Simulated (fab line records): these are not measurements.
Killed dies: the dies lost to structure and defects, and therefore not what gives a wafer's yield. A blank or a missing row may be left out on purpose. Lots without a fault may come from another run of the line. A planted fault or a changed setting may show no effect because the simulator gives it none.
Which tool was responsible?	flow n5Finfet	11 lots, 32 wafers sampled, at 5 steps of a route of 1938

WHAT THE GAUGES READ, wafer by wafer
N5_BEOL_M4_INSPECT_30: inspects for defects (brightfield). Usual: rawDefectCount at 442, with a standard deviation of 100.
lot	measured	on	rawDefectCount	flag
L581	day 7 15:47	defectInspect-01	485 479 364	
L582	day 7 15:59	defectInspect-01	462 423	
L585	day 8 17:26	defectInspect-01	378 387 261	
L584	day 8 18:00	defectInspect-02	286 285 319	
L589	day 9 23:11	defectInspect-01	389 421 403	
L592	day 10 04:46	defectInspect-02	347 569 471	
L595	day 10 20:13	defectInspect-01	396 555 528	
L598	day 11 19:50	defectInspect-02	570 419 585	
L600	day 12 07:57	defectInspect-01	382 323 413	
L602	day 12 12:45	defectInspect-01	554 668 702	
L604	day 13 12:47	defectInspect-02	469 379 426	

N5_BEOL_M4_RC_MEAS_101. Usual: DIBL_N 36.0 mV/V, standard deviation 2.2; DIBL_P 35.9 mV/V, standard deviation 2.6; IOFF_N 0.16 nA/um, standard deviation 0.038; IOFF_P 0.21 nA/um, standard deviation 0.042; ION_N 675 uA/um, standard deviation 15; ION_P 463 uA/um, standard deviation 10; SS_N 71.5 mV/dec, standard deviation 0.62; SS_P 73.2 mV/dec, standard deviation 0.76; VT_N 250 mV, standard deviation 4.1; VT_P -251 mV, standard deviation 3.6.
lot	measured	on	DIBL_N (mV/V)	DIBL_P (mV/V)	IOFF_N (nA/um)	IOFF_P (nA/um)	ION_N (uA/um)	ION_P (uA/um)	SS_N (mV/dec)	SS_P (mV/dec)	VT_N (mV)	VT_P (mV)	flag
L581	day 7 20:41	prober-01	35.0 32.8 33.8	34.6 32.3 32.1	0.13 0.11 0.12	0.20 0.17 0.16	672 658 665	464 457 461	71.2 70.6 71.6	72.7 72.4 72.1	250 256 254	-250 -251 -251	
L582	day 8 00:44	prober-01	37.3 35.4	37.3 35.0	0.17 0.14	0.21 0.19	674 667	461 454	71.5 71.6	73.2 72.4	251 251	-254 -253	
L585	day 9 00:44	prober-01	32.4 32.1 34.7	31.1 31.3 33.8	0.10 0.10 0.13	0.14 0.14 0.18	662 648 674	457 454 465	71.0 70.5 71.4	72.7 72.4 74.1	259 260 255	-258 -257 -251	
L584	day 9 02:25	prober-02	33.3 36.6 34.8	33.6 37.5 34.4	0.12 0.17 0.14	0.15 0.20 0.15	657 680 656	446 458 444	70.9 72.6 71.8	73.0 73.8 73.3	253 247 251	-255 -251 -255	
L589	day 10 03:46	prober-01	35.3 37.6 39.0	34.6 36.8 39.5	0.13 0.16 0.21	0.17 0.20 0.24	673 662 684	464 450 464	70.8 71.5 72.3	72.6 74.0 74.1	251 252 246	-255 -254 -252	
L592	day 10 14:30	prober-01	38.5 32.9 37.7	36.9 30.5 36.0	0.16 0.09 0.16	0.26 0.17 0.25	684 639 674	475 447 474	71.2 70.3 71.4	73.7 72.9 73.6	248 257 248	-247 -250 -245	
L595	day 11 07:28	prober-02	36.8 37.0 36.8	35.6 36.6 36.4	0.16 0.16 0.16	0.23 0.25 0.24	677 671 685	467 471 473	70.6 71.9 71.2	73.3 73.8 72.4	249 247 250	-247 -248 -253	
L598	day 12 02:56	prober-02	37.0 37.4 36.6	38.5 38.1 36.9	0.17 0.20 0.17	0.24 0.23 0.22	661 697 686	456 478 464	72.0 71.2 70.7	73.5 73.8 72.4	246 243 248	-249 -251 -250	
L600	day 12 17:16	prober-02	38.6 39.9 38.5	39.0 42.4 39.0	0.18 0.22 0.20	0.23 0.29 0.25	675 696 689	464 482 472	71.9 72.1 71.6	73.4 73.9 73.0	249 245 246	-250 -248 -250	
L602	day 13 02:10	prober-02	35.9 32.9 33.8	36.9 32.5 31.9	0.17 0.12 0.12	0.28 0.19 0.18	684 663 656	476 462 454	71.5 70.3 70.8	74.2 72.6 72.2	249 255 252	-243 -249 -251	
L604	day 13 18:21	prober-02	36.0 35.7 35.6	37.0 36.7 37.8	0.18 0.18 0.19	0.25 0.25 0.28	684 693 700	464 475 491	71.0 71.2 71.5	73.4 73.6 74.2	245 244 245	-248 -245 -245	

EACH LOT AND THE TOOL THAT RAN IT (in order: tool; ch and the chambers of the sampled wafers; start)
lot	N5_BEOL_M4_ALD_84	N5_BEOL_M4_SURFACE_TREAT_85	N5_BEOL_M4_SPUTTER_86
L581	aldMetal-02 ch 0,2,3, day 7 16:53	pvdSputter-02, day 7 17:26	pvdSputter-02, day 7 18:20
L582	aldMetal-02 ch 2,3, day 7 20:59	pvdSputter-02, day 7 21:16	pvdSputter-01, day 7 22:26
L585	aldMetal-01 ch 2,3, day 8 20:06	pvdSputter-02, day 8 21:18	pvdSputter-02, day 8 22:12
L584	aldMetal-01 ch 1,3, day 8 22:39	pvdSputter-01, day 8 22:58	pvdSputter-03, day 8 23:52
L589	aldMetal-01 ch 0,2, day 10 00:13	pvdSputter-02, day 10 00:30	pvdSputter-02, day 10 01:25
L592	aldMetal-01 ch 0,1,3, day 10 11:09	pvdSputter-01, day 10 11:22	pvdSputter-01, day 10 12:18
L595	aldMetal-01 ch 0,1,3, day 11 02:11	pvdSputter-03, day 11 02:35	pvdSputter-03, day 11 05:07
L598	aldMetal-03 ch 0,1,3, day 11 23:19	pvdSputter-02, day 11 23:35	pvdSputter-01, day 12 00:44
L600	aldMetal-03 ch 0,2, day 12 13:38	pvdSputter-02, day 12 13:56	pvdSputter-02, day 12 14:50
L602	aldMetal-02 ch 0,1,3, day 12 22:40	pvdSputter-01, day 12 22:55	pvdSputter-03, day 12 23:58
L604	aldMetal-03 ch 0,1,3, day 13 14:47	pvdSputter-03, day 13 15:02	pvdSputter-02, day 13 16:10
- N5_BEOL_M4_ALD_84: deposits TaN, pulse time 2 s, purge time 3 s, co reactant purge time 2 s.
- N5_BEOL_M4_SURFACE_TREAT_85
- N5_BEOL_M4_SPUTTER_86: material Cu, target thk 4.5 nm, time 8.29 s.

AS READ BY THE TOOLS THEMSELVES (means over the sampled wafers that have a number; for cases with no such wafer, the mark the record gives instead)
N5_BEOL_M4_ALD_84. Usual: heaterPowerW 420 W, standard deviation 47; precursorVesselPressureTorr 26.26 Torr, standard deviation 0.061.
lot	tool	heaterPowerW (W)	precursorVesselPressureTorr (Torr)	flag
L581	aldMetal-02	380	26.24	
L582	aldMetal-02	374	26.23	
L585	aldMetal-01	462	26.36	
L584	aldMetal-01	464	26.25	
L589	aldMetal-01	423	26.23	
L592	aldMetal-01	430	26.26	
L595	aldMetal-01	426	26.26	
L598	aldMetal-03	439	26.26	
L600	aldMetal-03	413	26.26	
L602	aldMetal-02	373	26.28	
L604	aldMetal-03	447	26.22	

N5_BEOL_M4_SPUTTER_86. Usual: throttleValvePct at 29.8 %, with a standard deviation of 1.2.
lot	tool	throttleValvePct (%)	flag
L581	pvdSputter-02	30.9	
L582	pvdSputter-01	29.2	
L585	pvdSputter-02	30.1	
L584	pvdSputter-03	29.2	
L589	pvdSputter-02	30.2	
L592	pvdSputter-01	29.7	
L595	pvdSputter-03	29.5	
L598	pvdSputter-01	30.2	
L600	pvdSputter-02	28.4	
L602	pvdSputter-03	29.5	
L604	pvdSputter-02	29.6	

THE ANSWER, worked out from the rows above alone
Rule: a lot counts as off when the mean over its wafers that have a number is more than 3 standard deviations away from the usual mean. A lot without any number at a reading at which 4 lots or more have one is off too. All remaining lots with rows at the step are treated as sound. Order of review: gauges by route order, followed by the tools' own readings, for which a lot's mean as printed above is used. At the first step where some lot is off, the reading lying furthest off is the one used; lots without a number count as furthest.
No lot is off at any reading shown: from this, nothing can be told.

WHAT HAD BEEN PUT IN BY THE SIMULATOR
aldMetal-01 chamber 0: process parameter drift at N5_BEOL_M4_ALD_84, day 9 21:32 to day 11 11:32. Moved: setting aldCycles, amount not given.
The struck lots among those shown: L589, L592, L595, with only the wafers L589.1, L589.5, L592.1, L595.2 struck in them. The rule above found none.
